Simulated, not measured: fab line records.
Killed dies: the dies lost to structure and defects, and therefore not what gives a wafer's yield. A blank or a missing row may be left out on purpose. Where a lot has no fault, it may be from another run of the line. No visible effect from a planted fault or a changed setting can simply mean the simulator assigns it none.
Matching of chambers -- flow n5-finfet -- 3 sister chambers for N5_BEOL_M1_PECVD_72 on pecvd-02
The step deposits SiO2 from TEOS/O2, target thk 16 nm, time 18 s. 16 wafers are shown with their chamber, then 8 later ones without.

## EACH WAFER AND ITS CHAMBER
wafer,chamber,throttle-valve-pct (%),showerhead-plenum-p-Torr (Torr),heater-power-w (W)
L079.1,0,22.1,8.75,703
L079.3,2,20.4,8.77,598
L079.5,2,20.4,8.81,613
L083.1,2,20.3,8.79,719
L083.4,0,22.0,8.75,618
L083.5,2,20.6,8.80,707
L085.3,0,22.0,8.78,697
L085.5,2,20.7,8.81,619
L085.6,0,22.2,8.78,698
L086.2,1,23.4,8.77,670
L086.3,1,23.4,8.77,650
L086.6,2,20.8,8.80,676
L091.1,0,22.0,8.75,662
L091.4,0,22.2,8.75,650
L091.5,2,20.6,8.77,675
L092.2,2,20.6,8.78,621

SIGNATURES (means of the wafers above)
reading,chamber 0,chamber 1,chamber 2,scatter within a chamber
throttle-valve-pct,22.083,23.400,20.550,0.138
showerhead-plenum-p-Torr,8.7600,8.7700,8.7912,0.0154
heater-power-w,671.33,660.00,653.50,40.2
Rule: a wafer lies at a distance from a chamber equal to the root of the sum of squares, over the readings, of (its reading less the chamber's mean, divided by the reading's scatter). The wafer belongs to the nearest chamber; if the next one is less than 2 further off, it can't be placed. The scatter: take each reading less its chamber's mean, square it, sum over the shown wafers, divide by the number of wafers less the number of chambers, and take the root.

## WAFERS WHOSE CHAMBER IS MISSING
wafer,throttle-valve-pct (%),showerhead-plenum-p-Torr (Torr),heater-power-w (W)
L092.3,23.7,8.78,621
L092.6,23.6,8.79,638
L096.3,23.5,8.77,541
L096.4,23.2,8.79,551
L096.5,20.7,8.79,689
L095.3,22.0,8.77,670
L095.5,20.6,8.81,661
L095.6,23.7,8.78,593

## THE CHAMBER EACH PASSED THROUGH
wafer,from the rows above,in truth
L092.3,1,1
L092.6,1,1
L096.3,1,1
L096.4,1,1
L096.5,2,2
L095.3,0,0
L095.5,2,2
L095.6,1,1
Correctly placed: 8 of 8. From these rows, 0 cannot be placed. Placed wrongly: 0.
